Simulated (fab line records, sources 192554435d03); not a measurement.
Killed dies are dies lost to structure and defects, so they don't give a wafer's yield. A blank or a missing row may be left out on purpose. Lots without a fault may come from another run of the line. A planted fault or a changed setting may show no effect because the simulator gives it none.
Which tool did it? | flow n5_finfet | 24 lots, 72 wafers sampled, at 5 steps of a route of 1938

WHAT THE GAUGES READ, wafer by wafer
N5_DUMMY_GATE_THK_MEAS_05. Usual: thk_nm 71.8 nm, standard deviation 0.96.
lot  | measured    | on            | thk_nm (nm)    | flag
L074 | day 2 18:35 | film_metro-02 | 71.5 73.0 71.5 |
L075 | day 3 02:29 | film_metro-01 | 71.0 72.5 72.0 |
L076 | day 3 10:25 | film_metro-01 | 73.3 71.7 74.3 |
L077 | day 3 12:49 | film_metro-02 | 72.0 71.0 71.9 |
L078 | day 3 18:20 | film_metro-01 | 72.4 73.1 72.3 |
L079 | day 3 22:59 | film_metro-01 | 71.6 72.4 72.4 |
L080 | day 4 09:01 | film_metro-02 | 73.6 72.4 72.6 |
L081 | day 4 12:47 | film_metro-01 | 70.1 70.8 71.7 |
L082 | day 4 18:53 | film_metro-02 | 71.4 72.8 71.3 |
L083 | day 5 07:25 | film_metro-02 | 70.9 70.8 69.7 |
L084 | day 5 07:38 | film_metro-01 | 71.5 72.2 71.6 |
L085 | day 5 15:19 | film_metro-02 | 71.7 73.4 72.9 |
L086 | day 5 18:44 | film_metro-02 | 70.4 71.1 70.0 |
L087 | day 5 23:35 | film_metro-02 | 72.1 73.0 72.1 |
L088 | day 6 05:04 | film_metro-02 | 70.6 72.0 71.5 |
L089 | day 6 10:53 | film_metro-02 | 72.0 71.0 72.0 |
L090 | day 6 18:23 | film_metro-02 | 71.9 70.8 72.5 |
L091 | day 6 23:41 | film_metro-01 | 71.5 70.8 71.6 |
L092 | day 7 08:29 | film_metro-01 | 73.6 73.0 73.1 |
L093 | day 7 12:20 | film_metro-01 | 70.1 69.9 70.0 |
L094 | day 7 19:16 | film_metro-01 | 71.6 70.4 71.6 |
L095 | day 8 00:01 | film_metro-01 | 70.2 72.3 73.1 |
L096 | day 8 05:03 | film_metro-02 | 71.5 71.4 71.0 |
L097 | day 8 11:25 | film_metro-02 | 71.6 72.2 71.9 |

N5_SD_EPI_N_CD_MEAS_09: target cd 120 nm. Usual: cd_nm 120.0 nm, standard deviation 0.57.
lot  | measured    | on        | cd_nm (nm)        | flag
L074 | day 3 01:58 | cd_sem-03 | 119.0 118.6 118.8 |
L075 | day 3 09:13 | cd_sem-01 | 119.5 119.3 119.0 |
L076 | day 3 17:52 | cd_sem-01 | 119.9 120.1 119.7 |
L077 | day 3 19:41 | cd_sem-02 | 120.5 120.6 120.7 |
L078 | day 4 01:33 | cd_sem-03 | 120.8 120.5 121.0 |
L079 | day 4 06:11 | cd_sem-03 | 120.3 121.0 120.1 |
L080 | day 4 17:40 | cd_sem-03 | 120.8 119.8 119.2 |
L081 | day 4 20:11 | cd_sem-01 | 120.4 119.5 120.5 |
L082 | day 5 04:29 | cd_sem-03 | 119.8 120.6 119.8 |
L083 | day 5 14:26 | cd_sem-01 | 119.3 120.0 120.5 |
L084 | day 5 14:35 | cd_sem-01 | 120.0 120.3 120.4 |
L085 | day 5 22:14 | cd_sem-03 | 120.3 119.5 120.1 |
L086 | day 6 02:21 | cd_sem-03 | 120.6 120.4 120.1 |
L087 | day 6 06:37 | cd_sem-03 | 121.2 120.3 120.3 |
L088 | day 6 11:34 | cd_sem-03 | 118.9 118.5 119.3 |
L089 | day 6 20:49 | cd_sem-01 | 120.1 120.4 120.5 |
L090 | day 7 01:10 | cd_sem-03 | 119.7 119.5 119.2 |
L091 | day 7 06:22 | cd_sem-02 | 120.4 119.6 120.4 |
L092 | day 7 15:08 | cd_sem-03 | 119.3 120.3 119.4 |
L093 | day 7 19:03 | cd_sem-03 | 120.6 120.5 119.8 |
L094 | day 8 01:55 | cd_sem-02 | 120.4 120.2 120.4 |
L095 | day 8 06:45 | cd_sem-01 | 119.9 120.6 119.9 |
L096 | day 8 11:40 | cd_sem-01 | 120.1 120.0 120.4 |
L097 | day 8 18:23 | cd_sem-03 | 120.1 119.9 120.3 |

WHICH TOOL RAN EACH LOT (tool, then ch and the chambers of the sampled wafers, then the start)
lot  | N5_STI_FIN_REVEAL_CMP_04     | N5_DUMMY_GATE_ETCH_32           | N5_SPACER0_ALD_00
L074 | cmp-02 ch 0,1,2, day 2 10:37 | rie_si-01 ch 1, day 2 23:49     | ald_sin-02 ch 0,1,3, day 3 01:10
L075 | cmp-02 ch 0,2,3, day 2 15:53 | rie_si-05 ch 0,2, day 3 07:44   | ald_sin-01 ch 1,2, day 3 08:24
L076 | cmp-04 ch 0,1,3, day 2 22:46 | rie_si-05 ch 0,1,3, day 3 15:52 | ald_sin-02 ch 0,2,3, day 3 17:03
L077 | cmp-04 ch 0,1, day 3 03:42   | rie_si-01 ch 0,1, day 3 18:02   | ald_sin-04 ch 0,3, day 3 18:56
L078 | cmp-01 ch 0,1,3, day 3 09:14 | rie_si-05 ch 1,3, day 3 23:54   | ald_sin-02 ch 0,1,2, day 4 00:44
L079 | cmp-01 ch 2,3, day 3 14:32   | rie_si-01 ch 0,1, day 4 04:14   | ald_sin-02 ch 0,3, day 4 05:30
L080 | cmp-02 ch 1,2,3, day 3 23:13 | rie_si-01 ch 1,3, day 4 16:19   | ald_sin-02 ch 0,2, day 4 16:59
L081 | cmp-01 ch 1,2,3, day 4 04:43 | rie_si-03 ch 0,1,2, day 4 18:35 | ald_sin-04 ch 0,2,3, day 4 19:22
L082 | cmp-01 ch 0,3, day 4 08:58   | rie_si-03 ch 0,1, day 5 00:33   | ald_sin-04 ch 0,1, day 5 03:40
L083 | cmp-04 ch 0,1,2, day 4 23:07 | rie_si-03 ch 1,2,3, day 5 12:45 | ald_sin-01 ch 2,3, day 5 13:45
L084 | cmp-02 ch 0,3, day 4 23:19   | rie_si-05 ch 0,1,3, day 5 12:58 | ald_sin-02 ch 2,3, day 5 13:54
L085 | cmp-04 ch 1,2, day 5 05:49   | rie_si-01 ch 0,3, day 5 20:50   | ald_sin-04 ch 2,3, day 5 21:32
L086 | cmp-04 ch 0,1, day 5 10:47   | rie_si-01 ch 0,1,3, day 6 00:59 | ald_sin-04 ch 0,1,3, day 6 01:39
L087 | cmp-01 ch 0,2, day 5 15:51   | rie_si-01 ch 1,3, day 6 04:48   | ald_sin-01 ch 1,2, day 6 05:48
L088 | cmp-04 ch 0,1, day 5 21:11   | rie_si-05 ch 0,1, day 6 10:09   | ald_sin-04 ch 0,1,2, day 6 10:53
L089 | cmp-01 ch 0,1,3, day 6 02:56 | rie_si-05 ch 0,1,3, day 6 19:19 | ald_sin-02 ch 1,2,3, day 6 20:00
L090 | cmp-02 ch 0,1,2, day 6 10:29 | rie_si-03 ch 0,1,3, day 6 23:37 | ald_sin-02 ch 1,2,3, day 7 00:21
L091 | cmp-04 ch 0,1,2, day 6 15:56 | rie_si-03 ch 0,1,2, day 7 04:49 | ald_sin-01 ch 0,1, day 7 05:40
L092 | cmp-02 ch 0,1,2, day 6 22:48 | rie_si-05 ch 0,2,3, day 7 13:46 | ald_sin-01 ch 1,2, day 7 14:26
L093 | cmp-04 ch 0,1,2, day 7 04:27 | rie_si-03 ch 0,1, day 7 17:37   | ald_sin-01 ch 0,1, day 7 18:22
L094 | cmp-01 ch 1,2,3, day 7 11:11 | rie_si-05 ch 0,2,3, day 8 00:31 | ald_sin-02 ch 0,1,3, day 8 01:14
L095 | cmp-01 ch 1,2,3, day 7 15:10 | rie_si-03 ch 0,1,3, day 8 05:16 | ald_sin-02 ch 0,1,3, day 8 05:56
L096 | cmp-02 ch 0,1,2, day 7 21:11 | rie_si-01 ch 0,2,3, day 8 10:09 | ald_sin-04 ch 0,1,2, day 8 10:50
L097 | cmp-02 ch 1,2, day 8 03:25   | rie_si-03 ch 0,2,3, day 8 16:38 | ald_sin-04 ch 0,2, day 8 17:35
- N5_STI_FIN_REVEAL_CMP_04: polishes, stops on Si3N4, t overpolish 4 s, target thk 131.83 nm.
- N5_DUMMY_GATE_ETCH_32: etches SiO2 in CF4, target depth 3.5 nm, time 3.9 s.
- N5_SPACER0_ALD_00: deposits SiOCN, target thk 3.5 nm, pulse time 3 s, purge time 2 s.

WHAT THE TOOLS THEMSELVES READ (means of the sampled wafers that have a number; where no wafer has one, the mark that the record gives instead)
N5_STI_FIN_REVEAL_CMP_04. Usual: motor_current_A 8.6 A, standard deviation 0.97; overpolish_run_s 3.999 s, standard deviation 0.009; time_to_endpoint_s 106 s, standard deviation 4.7.
lot  | tool   | motor_current_A (A) | overpolish_run_s (s) | time_to_endpoint_s (s) | flag
L074 | cmp-02 | 8.7                 | 3.986                | 102                    |
L075 | cmp-02 | 8.1                 | 4.004                | 103                    |
L076 | cmp-04 | 8.5                 | 3.999                | 108                    |
L077 | cmp-04 | 8.6                 | 4.003                | 103                    |
L078 | cmp-01 | 9.5                 | 3.996                | 108                    |
L079 | cmp-01 | 9.5                 | 3.998                | 112                    |
L080 | cmp-02 | 8.6                 | 3.996                | 99                     |
L081 | cmp-01 | 8.5                 | 3.997                | 108                    |
L082 | cmp-01 | 10.1                | 4.001                | 108                    |
L083 | cmp-04 | 8.8                 | 4.005                | 111                    |
L084 | cmp-02 | 7.7                 | 3.995                | 101                    |
L085 | cmp-04 | 8.8                 | 3.993                | 106                    |
L086 | cmp-04 | 8.7                 | 3.995                | 108                    |
L087 | cmp-01 | 7.7                 | 4.003                | 108                    |
L088 | cmp-04 | 8.6                 | 3.993                | 107                    |
L089 | cmp-01 | 9.3                 | 3.990                | 104                    |
L090 | cmp-02 | 8.5                 | 4.002                | 106                    |
L091 | cmp-04 | 9.1                 | 3.995                | 108                    |
L092 | cmp-02 | 8.7                 | 4.005                | 108                    |
L093 | cmp-04 | 8.8                 | 3.999                | 114                    |
L094 | cmp-01 | 8.6                 | 4.007                | 100                    |
L095 | cmp-01 | 8.4                 | 3.999                | 96                     |
L096 | cmp-02 | 9.0                 | 4.005                | 102                    |
L097 | cmp-02 | 8.7                 | 4.004                | 107                    |

N5_DUMMY_GATE_ETCH_32. Usual: chamber_pressure_mTorr 10.001 mTorr, standard deviation 0.011; drypump_motor_current_A 5.7 A, standard deviation 0.5; oes_product_au 1.003 a.u., standard deviation 0.016; throttle_valve_pct 21.60 %, standard deviation 0.23.
lot  | tool      | chamber_pressure_mTorr (mTorr) | drypump_motor_current_A (A) | oes_product_au (a.u.) | throttle_valve_pct (%) | flag
L074 | rie_si-01 | 10.003                         | 5.7                         | 1.005                 | 21.45                  |
L075 | rie_si-05 | 10.013                         | 5.1                         | 1.023                 | 21.55                  |
L076 | rie_si-05 | 9.996                          | 5.6                         | 1.008                 | 21.75                  |
L077 | rie_si-01 | 9.995                          | 5.7                         | 1.015                 | 21.58                  |
L078 | rie_si-05 | 9.995                          | 5.4                         | 1.014                 | 21.63                  |
L079 | rie_si-01 | 9.999                          | 5.8                         | 1.024                 | 21.70                  |
L080 | rie_si-01 | 9.997                          | 5.7                         | 1.006                 | 21.46                  |
L081 | rie_si-03 | 9.999                          | 5.7                         | 0.985                 | 21.51                  |
L082 | rie_si-03 | 10.006                         | 6.0                         | 0.982                 | 21.58                  |
L083 | rie_si-03 | 10.007                         | 6.2                         | 0.999                 | 21.51                  |
L084 | rie_si-05 | 10.008                         | 5.6                         | 1.007                 | 21.75                  |
L085 | rie_si-01 | 10.004                         | 5.7                         | 1.008                 | 21.70                  |
L086 | rie_si-01 | 9.998                          | 5.7                         | 0.999                 | 21.58                  |
L087 | rie_si-01 | 9.995                          | 5.7                         | 0.997                 | 21.45                  |
L088 | rie_si-05 | 10.012                         | 5.6                         | 1.017                 | 21.59                  |
L089 | rie_si-05 | 10.009                         | 5.6                         | 1.012                 | 21.75                  |
L090 | rie_si-03 | 10.006                         | 6.0                         | 0.996                 | 21.71                  |
L091 | rie_si-03 | 9.996                          | 5.7                         | 0.989                 | 21.52                  |
L092 | rie_si-05 | 10.008                         | 5.3                         | 1.011                 | 21.73                  |
L093 | rie_si-03 | 10.010                         | 6.0                         | 0.984                 | 21.57                  |
L094 | rie_si-05 | 9.998                          | 5.3                         | 1.013                 | 21.73                  |
L095 | rie_si-03 | 9.997                          | 6.0                         | 0.991                 | 21.71                  |
L096 | rie_si-01 | 9.998                          | 5.7                         | 1.004                 | 21.70                  |
L097 | rie_si-03 | 10.003                         | 5.7                         | 0.994                 | 21.65                  |

N5_SPACER0_ALD_00. Usual: heater_power_w 815 W, standard deviation 68; precursor_pulse_height_rel 1.002, standard deviation 0.02.
lot  | tool       | heater_power_w (W) | precursor_pulse_height_rel | flag
L074 | ald_sin-02 | 879                | 0.984                      |
L075 | ald_sin-01 | 728                | 1.012                      |
L076 | ald_sin-02 | 887                | 1.004                      |
L077 | ald_sin-04 | 790                | 1.021                      |
L078 | ald_sin-02 | 862                | 1.010                      |
L079 | ald_sin-02 | 905                | 1.025                      |
L080 | ald_sin-02 | 887                | 0.996                      |
L081 | ald_sin-04 | 786                | 0.993                      |
L082 | ald_sin-04 | 756                | 1.010                      |
L083 | ald_sin-01 | 810                | 0.999                      |
L084 | ald_sin-02 | 890                | 1.014                      |
L085 | ald_sin-04 | 775                | 1.001                      |
L086 | ald_sin-04 | 761                | 1.000                      |
L087 | ald_sin-01 | 739                | 0.987                      |
L088 | ald_sin-04 | 787                | 0.995                      |
L089 | ald_sin-02 | 870                | 1.011                      |
L090 | ald_sin-02 | 879                | 0.993                      |
L091 | ald_sin-01 | 750                | 1.008                      |
L092 | ald_sin-01 | 738                | 1.006                      |
L093 | ald_sin-01 | 739                | 0.983                      |
L094 | ald_sin-02 | 878                | 1.007                      |
L095 | ald_sin-02 | 880                | 0.969                      |
L096 | ald_sin-04 | 781                | 0.994                      |
L097 | ald_sin-04 | 810                | 0.982                      |

THE ANSWER, worked out from the rows above alone
Rule: a lot is off if the mean of its wafers that have a number lies more than 3 standard deviations from the usual mean. A lot without any number at a reading at which 4 lots or more have one is off too. The other lots that the step has rows for count as sound. The gauges are gone through in route order, then the tools' own readings, and for those a lot's mean is taken as printed above. The first step at which some lot is off is used, and at that step the reading that is off furthest; a lot without a number counts as furthest.
No lot is off at any reading shown: from this, nothing can be told.

WHAT THE SIMULATOR HAD PUT IN
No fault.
